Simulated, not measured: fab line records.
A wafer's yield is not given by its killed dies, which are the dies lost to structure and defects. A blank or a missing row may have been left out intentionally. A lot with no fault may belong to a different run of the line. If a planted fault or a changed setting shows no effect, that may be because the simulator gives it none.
8D (eight disciplines) problem report, filled in by code / flow n5Finfet / the parts of the form that need people (team, actions taken, sign-off) are left out

## 1. PROBLEM STATEMENT
rawDefectCount at N5_BEOL_M10_INSPECT_30 reads a mean of 863 on 1 wafer of 1 lot; wafers without a fault read 406 with a standard deviation of 97. Relative to the usual mean, that is a shift of +4.7 standard deviations.
The step: inspects for defects (brightfield).
Earliest sighting: wafer L859.5 on defectInspect-01 at day 13 21:13. Wafers with a number at this step in the record: 14, from 5 lots. The rule behind "out" and "out of limits": a value lying over 4 standard deviations away from the usual mean. All remaining wafers that have a number are taken as sound.

## 2. WHAT IT IS, WHAT IT ISN'T
question=which readings at this step | is=rawDefectCount | is not=-
question=which lots | is=L859 | is not=L846, L851, L861, L865
question=which wafers of those lots | is=L859.5 | is not=L859.4, L859.6
question=read on which gauges | is=defectInspect-01 | is not=defectInspect-02
question=when | is=from day 13 21:13 | is not=up to then (8 sound wafers); but 5 sound wafers of L861, L865 came after

## 3. THE SUSPECTS, EACH WITH WHAT RULES IT OUT
Counting: a tool at a process step up to the reading stays a suspect if it ran every lot that is out. Sound lots after the first of them don't rule it out here, since some wafers of a struck lot are sound.
- the gauge at N5_BEOL_M10_INSPECT_30: ruled out. All the wafers that are out were read on defectInspect-01, but those of them that N5_PASSIVATION_PROBE_49 has rows for are out there too, on other tools.
- rieDiel-02 at N5_BEOL_M10_DESCUM_16 (chemistry O2, time 7.9 s): kept. It processed L859, the lot that is out, at day 13 19:02, and its most recent sound lot before then was L851 at day 11 15:31.
- rieDiel-02 at N5_BEOL_M10_ETCH_61 (etches SiARC in CF4, target depth 39 nm, time 65 s): kept. It processed L859, the lot that is out, at day 13 19:04, and its most recent sound lot before then was L851 at day 11 15:33.
- rieDiel-02 at N5_BEOL_M10_ETCH_62 (etches SOC in N2/H2, target depth 110 nm, overetch 22 nm, time 165 s): kept. It processed L859, the lot that is out, at day 13 19:07, and its most recent sound lot before then was L851 at day 11 15:36.
- rieDiel-02 at N5_BEOL_M10_STRIP_67 (strips in CF4): kept. It processed L859, the lot that is out, at day 13 19:16, and its most recent sound lot before then was L851 at day 11 15:45.
- rieMetal-03 at N5_BEOL_M10_HM_OPEN_17 (chemistry Cl2/BCl3, target TiN, target depth 20 nm, overetch 6 nm): kept. It ran the lot that is out, L859 (day 13 19:20).
- rieDiel-02 at N5_BEOL_M10_STRIP_19 (strips in O2): kept. It processed L859, the lot that is out, at day 13 19:32, and its most recent sound lot before then was L846 at day 10 22:32.
- At N5_BEOL_M10_DESCUM_16, inside rieDiel-02: chamber 0 took the wafers that are out, while their sound lot-mates went through chambers 1, 3.
- At N5_BEOL_M10_ETCH_61, inside rieDiel-02: chamber 0 took the wafers that are out, while their sound lot-mates went through chambers 1, 3.
- At N5_BEOL_M10_ETCH_62, inside rieDiel-02: chamber 0 took the wafers that are out, while their sound lot-mates went through chambers 1, 3.
- At N5_BEOL_M10_STRIP_67, inside rieDiel-02: chamber 0 took the wafers that are out, while their sound lot-mates went through chambers 1, 3.
- The sound lot-mates ran in chamber 0 of rieDiel-02 at N5_BEOL_M10_STRIP_19, but the wafers that are out ran in chamber 3.
Left after counting: rieDiel-02 at N5_BEOL_M10_DESCUM_16, rieDiel-02 at N5_BEOL_M10_ETCH_61, rieDiel-02 at N5_BEOL_M10_ETCH_62, rieDiel-02 at N5_BEOL_M10_STRIP_67, rieMetal-03 at N5_BEOL_M10_HM_OPEN_17, rieDiel-02 at N5_BEOL_M10_STRIP_19.

## 4. THE CAUSE (what the simulator had put in)
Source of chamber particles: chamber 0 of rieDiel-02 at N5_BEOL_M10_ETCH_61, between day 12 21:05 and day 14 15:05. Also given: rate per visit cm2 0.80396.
Of the 6 suspects that counting leaves, this tool is one.

## 5. SEQUENCE OF EFFECTS, ordered by route
One row per reading whose mean, taken over the struck wafers that have a number, lies over 3 standard deviations from the usual. Only readings whose record carries a usual standard deviation are examined. hours: median over the lots of the time between each lot's start at the first step of this table that gives one and its start at this step. sigmas: the change, counted in usual standard deviations.
hours=0; step=N5_BEOL_M10_INSPECT_30; reading=rawDefectCount; usual=406; on struck wafers=863; change=+457; sigmas=+4.7
hours=56; step=N5_PASSIVATION_PROBE_49; reading=killed_at_M4_up; usual=15; on struck wafers=59; change=+44; sigmas=+7.6
Its process steps:
- N5_PASSIVATION_PROBE_49

## 6. WHAT WOULD HAVE CAUGHT IT SOONER
Counted from the fault's start at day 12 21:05, it took 24 hours until the first out-of-limits reading at a measuring or inspecting step in this record, taken at day 13 21:13.
No tool reading at N5_BEOL_M10_ETCH_61 that has a usual standard deviation in the record was out on any struck wafer, so an alarm limit of 4 standard deviations on those readings would not have fired.
By day 13 21:13 the whole set of lots that are out, 1 in number, had already begun N5_BEOL_M10_ETCH_61 on rieDiel-02. A hold on the tool at that time would have spared none of them.
